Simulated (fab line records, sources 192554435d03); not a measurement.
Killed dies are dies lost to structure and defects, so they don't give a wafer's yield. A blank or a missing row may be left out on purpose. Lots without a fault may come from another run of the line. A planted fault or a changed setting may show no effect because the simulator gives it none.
fab line records | flow n5_finfet
record lots=5 wafers=15 last_day=17
route steps=1938 shown WELL_APT@21 PMOS_HMC_CHANNEL_EPI@57 BEOL_M4@1111 PASSIVATION@1936
lots that met no fault: from a run of the same line without faults
start_h: hours from the record's first day to the start of the lot's first wafer shown | wait_h: hours since the lot's step before | " the same as in the row above | L1.1+2: a row that stands for several wafers | - no value, or no start given | * or withheld: withheld | < > ~ a bound
route shown NAME@n: a module of which the file shows steps, and the number in the route of the first | usual: mean/standard deviation of fault-free wafers | same: alike in all rows | chamber/n: place in a boat | sites: the reading at each site | _std_site: their standard deviation | _edge_site: outer sites' mean less inner sites' | radius_mm: how far each site lies from the wafer's centre | mask NAME#n: copy n | behind: the tool/chamber that last shaped the wafer | hold: why the lot was held/for how many hours/how that ended | device: the transistor (n, p or np) that didn't switch | end of line: the same wafers' tests at the end of the route | a step without rows: its recipe alone | killed: dies lost to structure and defects at the first sort, not the wafer's yield | map: a wafer's dies, x killed, . not, _ none there
set.NAME: the setting as run; set.NAME@STEP: as run at that earlier step | model.NAME: the simulator's own value behind a step, which no gauge read
lots at some steps of the route; a table a step, a row a wafer
services: from which hour (start_h, from the record's first day; less than 0 if before it) a tool's chamber was out of use, for how many hours, and why
## steps
# step N5_WELL_APT_COAT_02
# recipe spin_rpm=1357 resist_thk_nm=950
# step N5_WELL_APT_EBR_04
# recipe solvent=PGMEA ebr_width_mm=1.5
# step N5_WELL_APT_SOFTBAKE_03
# recipe temp_c=130 time_s=60
# step N5_WELL_APT_EXPOSE_05
# recipe mask_id=NWELL na=0.8 source_shape=conventional sigma_outer=0.8 polarization=unpolarized defocus_nm=0 target_cd_nm=200 dose_mj=20.3
# step N5_WELL_APT_PEB_06
# recipe peb_temp_c=130 peb_time_s=90
# step N5_WELL_APT_DEVELOP_07
# recipe develop_time_s=45 rinse_liquid=surfactant_rinse dry=air_spin dev_temp_c=21
# step N5_WELL_APT_HARDBAKE_12
# recipe temp_c=130 time_s=120
# step N5_WELL_APT_DESCUM_13
# recipe chemistry=O2 time_s=7.9 source_power_w=50 bias_power_w=20 pressure_mtorr=20 rf_frequency_hz=2.712e+07 temp_c=40 o2_flow_sccm=225
# step N5_WELL_APT_IMPLANT_14
# recipe species=P energy_kev=160 dose_cm2=1.5e+13 tilt_deg=0 rotation_deg=0
# step N5_WELL_APT_IMPLANT_15
# recipe species=As energy_kev=25 dose_cm2=1.5e+13 tilt_deg=0 rotation_deg=0
# usual dose_ions_cm2=1.4997e+13/1.5e+10 faraday_current_uA=190/3.8 rotation_deg=0.002/0.019
# columns lot.wafer tool chamber start_h wait_h dose_ions_cm2 faraday_current_uA rotation_deg
L462.2 implanter-02 0 44.12 0.1 8.093e+12 102 0.016
L462.3 " 0 " " 8.101e+12 104 0.012
L462.6 " 0 " " 8.101e+12 103 -0.009
L463.1 implanter-02 0 50.27 0.1 8.108e+12 97 -0.009
L463.4 " 0 " " 8.1e+12 105 -0.024
L463.6 " 0 " " 8.119e+12 103 -0.011
L464.1 implanter-02 0 56.05 0.1 8.109e+12 103 -0.002
L464.4 " 0 " " 8.128e+12 104 0.008
L464.5 " 0 " " 8.133e+12 104 0.001
L477.3 implanter-02 0 134.42 0.1 1.5001e+13 184 0.000
L477.5 " 0 " " 1.5013e+13 188 0.014
L477.6 " 0 " " 1.4992e+13 185 0.001
L480.1 implanter-01 0 152.59 0.1 1.4989e+13 186 0.004
L480.4 " 0 " " 1.4968e+13 187 -0.059
L480.6 " 0 " " 1.4987e+13 196 -0.011
# step N5_WELL_APT_STRIP_16
# recipe chemistry=SPM time_s=900 temp_c=130 h2so4_h2o2_vol_ratio=4 dry=ipa_marangoni
# step N5_WELL_APT_HMDS_18
# recipe time_s=60 temp_c=120
# step N5_WELL_APT_COAT_19
# recipe spin_rpm=1357 resist_thk_nm=950
# step N5_WELL_APT_EBR_21
# recipe solvent=PGMEA ebr_width_mm=1.5
# step N5_WELL_APT_SOFTBAKE_20
# recipe temp_c=130 time_s=60
# step N5_WELL_APT_EXPOSE_22
# recipe mask_id=PWELL na=0.8 source_shape=conventional sigma_outer=0.8 polarization=unpolarized defocus_nm=0 target_cd_nm=200 dose_mj=23.2
# step N5_WELL_APT_PEB_23
# recipe peb_temp_c=130 peb_time_s=90
# step N5_WELL_APT_DEVELOP_24
# recipe develop_time_s=45 rinse_liquid=surfactant_rinse dry=air_spin dev_temp_c=21
# step N5_WELL_APT_HARDBAKE_29
# recipe temp_c=130 time_s=120
# step N5_WELL_APT_DESCUM_30
# recipe chemistry=O2 time_s=7.9 source_power_w=50 bias_power_w=20 pressure_mtorr=20 rf_frequency_hz=2.712e+07 temp_c=40 o2_flow_sccm=225
# step N5_WELL_APT_IMPLANT_31
# recipe species=B energy_kev=60 dose_cm2=1.5e+13 tilt_deg=0 rotation_deg=0
# step N5_WELL_APT_IMPLANT_32
# recipe species=BF2 energy_kev=50 dose_cm2=2e+13 tilt_deg=0 rotation_deg=0
# step N5_WELL_APT_STRIP_33
# recipe chemistry=SPM time_s=900 temp_c=130 h2so4_h2o2_vol_ratio=4 dry=ipa_marangoni
# step N5_WELL_APT_RTA_34
# recipe temp_c=1000 time_s=10 ambient=N2 idle_temp_c=600 ramp_up_c_per_s=150 ramp_down_c_per_s=60 cool_to_c=600
# step N5_WELL_APT_OXIDE_STRIP_42
# recipe chemistry=dHF dilution=25:1 time_s=45 temp_c=25 target=SiO2 target_depth_a=120
# step N5_WELL_APT_PRECLEAN_36
# recipe chemistry=O3/DIW time_s=45 temp_c=22 o3_ppm=10
# step N5_WELL_APT_PRECLEAN_39
# recipe chemistry=dHF time_s=60 dilution=150:1 temp_c=25
# step N5_WELL_APT_SRD_37
# recipe dry=ipa_marangoni do_ppb=5 time_s=30 temp_c=23 rinse_liquid=diw
# step N5_WELL_APT_EPI_41
# recipe material=Si target_thk_a=500 temp_c=650 precursor=SiH4/H2 pressure_torr=20 time_s=297.7
# step N5_PMOS_HMC_CHANNEL_EPI_HM_DEP_34
# recipe material=SiO2 target_thk_a=360 temp_c=400 precursor=TEOS/O2 pressure_torr=6.5 rf_w=900 teos_flow_sccm=161.4 gas=O2 flow_sccm=2650 time_s=6.9
# step N5_PMOS_HMC_CHANNEL_EPI_COAT_31
# recipe resist=BARC temp_c=205 time_s=60 spin_rpm=1500 resist_thk_nm=66
# step N5_PMOS_HMC_CHANNEL_EPI_COAT_03
# recipe resist=CAR-ArF-block spin_rpm=1500 resist_thk_nm=205
# step N5_PMOS_HMC_CHANNEL_EPI_EBR_05
# recipe solvent=PGMEA ebr_width_mm=1.5
# step N5_PMOS_HMC_CHANNEL_EPI_SOFTBAKE_04
# recipe temp_c=110 time_s=60 resist=CAR-ArF-block
# step N5_PMOS_HMC_CHANNEL_EPI_EXPOSE_06
# recipe mask_id=PMOS_HMC_BLK na=1.35 source_shape=conventional sigma_outer=0.8 polarization=unpolarized target_cd_nm=240 dose_mj=41
# step N5_BEOL_M4_RC_MEAS_101
# usual CJ_P=5.79/0.19 DIBL_N=37.0/1.7 DIBL_P=36.7/2 IOFF_N=0.17/0.035 IOFF_P=0.22/0.035 ION_N=672/12 ION_P=461/7.5 SS_N=71.6/0.67 SS_P=73.4/0.64 VT_N=250/3.5 VT_P=-250/3.5
# columns lot.wafer tool chamber start_h wait_h CJ_P DIBL_N[mV/V] DIBL_P[mV/V] IOFF_N[nA/um] IOFF_P[nA/um] ION_N[uA/um] ION_P[uA/um] SS_N[mV/dec] SS_P[mV/dec] VT_N[mV] VT_P[mV]
L462.2 prober-02 0 193.20 0.2 4.26 38.1 38.4 0.18 0.23 667 451 72.1 74.1 249 -252
L462.3 " 0 " " 4.33 41.8 41.4 0.27 0.28 685 458 72.6 75.3 241 -249
L462.6 " 0 " " 4.34 37.6 36.4 0.16 0.20 677 458 71.5 72.8 249 -251
L463.1 prober-01 0 196.15 0.0 4.35 35.6 37.0 0.14 0.22 668 461 71.8 73.0 251 -250
L463.4 " 0 " " 4.18 39.0 39.6 0.22 0.28 695 472 72.3 73.2 244 -246
L463.6 " 0 " " 4.29 36.1 37.7 0.15 0.24 659 456 71.6 74.0 251 -248
L464.1 prober-01 0 213.35 0.0 4.33 38.7 38.7 0.18 0.25 662 459 72.1 74.2 247 -250
L464.4 " 0 " " 4.27 35.6 35.3 0.13 0.19 677 467 71.3 73.2 250 -252
L464.5 " 0 " " 4.24 38.1 38.8 0.16 0.24 666 454 72.3 73.6 250 -252
L480.1 prober-02 0 299.94 0.0 5.70 37.6 36.3 0.16 0.20 678 465 72.5 72.6 248 -252
L480.4 " 0 " " 6.07 38.8 36.8 0.18 0.22 685 471 72.0 73.4 249 -248
L480.6 " 0 " " 5.97 36.0 34.2 0.14 0.18 677 461 70.9 72.0 251 -251
L477.3 prober-01 0 300.52 0.3 5.67 37.0 35.4 0.15 0.20 657 453 72.2 72.5 253 -251
L477.5 " 0 " " 5.49 37.8 37.5 0.17 0.24 674 470 71.9 73.4 247 -248
L477.6 " 0 " " 5.91 37.2 35.4 0.15 0.21 646 448 72.3 72.8 255 -250
# step N5_PASSIVATION_PROBE_49
# usual defect_limited_yield=91.1/1.3 killed_at_M0_to_M3=35/11 killed_at_M4_up=13/5.4 killed_at_contacts=14/6.5 killed_at_front_end=41/11 killed_at_other=4/3.1 killed_dies=106/15 killed_open=69/12 killed_short=35/7 sort_bin_5_function=5.2/0.86 sort_bin_6_memory=3.4/0.64 sort_n_pass=1074/15 sort_yield_pct=91.0/1.3
# same gross_dies=1180 killed_at_back_side=0 sort_bin_4_leakage[%]=0 sort_bin_8_speed[%]=0
# columns lot.wafer tool chamber start_h wait_h defect_limited_yield[%] killed_at_M0_to_M3 killed_at_M4_up killed_at_contacts killed_at_front_end killed_at_other killed_dies killed_open killed_short sort_bin_5_function[%] sort_bin_6_memory[%] sort_n_pass sort_yield_pct[%]
L462.2 prober-01 - 293.49 0.1 91.6 46 8 15 28 2 99 64 34 4.7 3.1 1081 91.6
L462.3 prober-01 - 293.54 0.1 91.7 40 16 12 30 0 98 65 29 4.5 3.6 1082 91.7
L462.6 prober-01 - 293.69 0.3 92.6 37 7 22 19 2 87 55 31 4.0 3.1 1093 92.6
L463.1 prober-02 - 295.59 0.0 90.3 21 15 18 57 4 115 76 38 6.1 3.5 1065 90.3
L463.4 prober-02 - 295.74 0.2 91.4 28 10 13 45 5 101 73 28 5.7 2.7 1079 91.4
L463.6 prober-02 - 295.84 0.3 90.7 29 5 21 48 7 110 73 35 5.2 4.1 1070 90.7
L464.1 prober-01 - 301.99 0.0 94.5 12 6 4 42 1 65 35 30 2.9 2.5 1115 94.5
L464.4 prober-01 - 302.14 0.2 91.9 28 16 7 41 3 95 62 33 4.9 3.0 1085 91.9
L464.5 prober-01 - 302.19 0.2 90.9 43 13 14 31 6 107 68 35 5.1 3.6 1073 90.9
L480.1 prober-02 - 412.07 0.0 91.3 25 11 10 52 5 103 68 33 5.3 3.0 1077 91.3
L480.4 prober-02 - 412.22 0.2 89.7 36 14 7 62 2 121 86 30 6.0 4.1 1059 89.7
L480.6 prober-02 - 412.32 0.3 92.9 17 8 19 39 1 84 61 19 4.5 2.5 1096 92.9
# killed by level:class
L462.2 MOL_CONTACT_COAG:geometric_particle:open=12 BEOL_M1:geometric_particle:open=9 FIN_SAQP:geometric_particle:open=8 BEOL_M3:geometric_particle:open=8 BEOL_M3:geometric_particle:short=7 BEOL_M2:geometric_particle:open=6 GATE_CUT:geometric_particle:short=5 BEOL_M0_SAQP:geometric_particle:open=5
L462.3 MOL_CONTACT_COAG:geometric_particle:open=11 BEOL_M0_SAQP:geometric_particle:open=11 STI_FIN_REVEAL:geometric_particle:open=8 BEOL_M0_SAQP:geometric_particle:short=7 DUMMY_GATE:geometric_particle:open=6 BEOL_M3:geometric_particle:open=6 BEOL_M3:geometric_particle:short=6 BEOL_M2:geometric_particle:open=5
L462.6 MOL_CONTACT_COAG:geometric_particle:open=17 BEOL_M0_SAQP:geometric_particle:short=10 BEOL_M3:geometric_particle:short=7 DUMMY_GATE:geometric_particle:open=5 MOL_CONTACT_COAG:geometric_particle:short=5 BEOL_M0_SAQP:geometric_particle:open=4 BEOL_M1:geometric_particle:open=4 BEOL_M2:geometric_particle:open=4
L463.1 FIN_SAQP:geometric_particle:open=18 MOL_CONTACT_COAG:geometric_particle:open=15 STI_FIN_REVEAL:geometric_particle:open=10 FIN_SAQP:geometric_particle:short=8 DUMMY_GATE:geometric_particle:open=7 BEOL_M0_SAQP:geometric_particle:short=6 STI_FIN_REVEAL:geometric_particle:short=5 BEOL_M0_SAQP:geometric_particle:open=5
L463.4 STI_FIN_REVEAL:geometric_particle:open=16 BEOL_M2:geometric_particle:open=14 MOL_CONTACT_COAG:geometric_particle:open=10 FIN_SAQP:geometric_particle:short=5 BEOL_M0_SAQP:geometric_particle:short=5 STARTING-WAFER:geometric_particle:short=4 STARTING-WAFER:geometric_particle:open=4 FIN_SAQP:geometric_particle:open=3
L463.6 MOL_CONTACT_COAG:geometric_particle:open=17 STI_FIN_REVEAL:geometric_particle:open=11 FIN_SAQP:geometric_particle:short=9 FIN_SAQP:geometric_particle:open=8 BEOL_M0_SAQP:geometric_particle:open=8 BEOL_M0:geometric_particle:open=7 BEOL_M0_SAQP:geometric_particle:short=4 DUMMY_GATE:geometric_particle:short=3
L464.1 FIN_SAQP:geometric_particle:short=9 FIN_SAQP:geometric_particle:open=9 GATE_CUT:geometric_particle:short=5 STI_FIN_REVEAL:geometric_particle:open=4 GATE_CUT:geometric_particle:open=4 MOL_CONTACT_COAG:geometric_particle:open=4 STARTING-WAFER:geometric_particle:short=4 BEOL_M0_SAQP:geometric_particle:short=3
L464.4 STI_FIN_REVEAL:geometric_particle:open=10 GATE_CUT:geometric_particle:short=8 BEOL_M2:geometric_particle:open=8 BEOL_M0_SAQP:geometric_particle:short=7 BEOL_M3:geometric_particle:open=7 BEOL_M0_SAQP:geometric_particle:open=5 BEOL_M4:geometric_particle:open=5 FIN_SAQP:geometric_particle:open=4
L464.5 MOL_CONTACT_COAG:geometric_particle:open=12 BEOL_M2:geometric_particle:open=10 FIN_SAQP:geometric_particle:short=9 BEOL_M3:geometric_particle:open=9 BEOL_M0_SAQP:geometric_particle:open=7 BEOL_M0_SAQP:geometric_particle:short=7 DUMMY_GATE:geometric_particle:open=5 BEOL_M4:geometric_particle:open=5
L480.1 STI_FIN_REVEAL:geometric_particle:open=14 FIN_SAQP:geometric_particle:open=13 FIN_SAQP:geometric_particle:short=13 MOL_CONTACT_COAG:geometric_particle:open=7 BEOL_M4:geometric_particle:open=7 BEOL_M2:geometric_particle:open=6 BEOL_M3:geometric_particle:open=6 STI_FIN_REVEAL:geometric_particle:short=3
L480.4 FIN_SAQP:geometric_particle:open=24 FIN_SAQP:geometric_particle:short=12 STI_FIN_REVEAL:geometric_particle:open=12 BEOL_M1:geometric_particle:open=9 MOL_CONTACT_COAG:geometric_particle:open=7 BEOL_M2:geometric_particle:open=7 STI_FIN_REVEAL:geometric_particle:short=5 BEOL_M0:geometric_particle:open=5
L480.6 MOL_CONTACT_COAG:geometric_particle:open=16 FIN_SAQP:geometric_particle:open=13 STI_FIN_REVEAL:geometric_particle:open=9 FIN_SAQP:geometric_particle:short=4 BEOL_M2:geometric_particle:open=4 GATE_CUT:geometric_particle:open=3 BEOL_M1:geometric_particle:open=3 BEOL_M5:geometric_particle:open=3
## services
# columns tool chamber start_h hours kind
implanter-01 - 53.50 4.0 pm
implanter-02 - 63.33 4.0 pm
implanter-02 - 139.76 3.7 repair
## key
first_sign step=N5_WELL_APT_IMPLANT_15 reading=dose_ions_cm2 direction=down sigmas=99+ usual=1.4997e+13 struck=8.11e+12
effect step=N5_WELL_APT_IMPLANT_15 reading=faraday_current_uA direction=down sigmas=23 usual=190 struck=103
effect step=N5_BEOL_M4_RC_MEAS_101 reading=CJ_P direction=down sigmas=7.8 usual=5.79 struck=4.29
met_at N5_WELL_APT_IMPLANT_15
struck_wafers L462.2,L462.3,L462.6,L463.1,L463.4,L463.6,L464.1,L464.4,L464.5
fault kind=process_parameter_drift tool=implanter-02 chamber=- onset_h=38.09 steps=N5_WELL_APT_IMPLANT_15 channel=dose_cm2 offset=-6.8908e+12 shape=step end_h=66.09 acts_in=these_recipes_only stated=1.5e+13
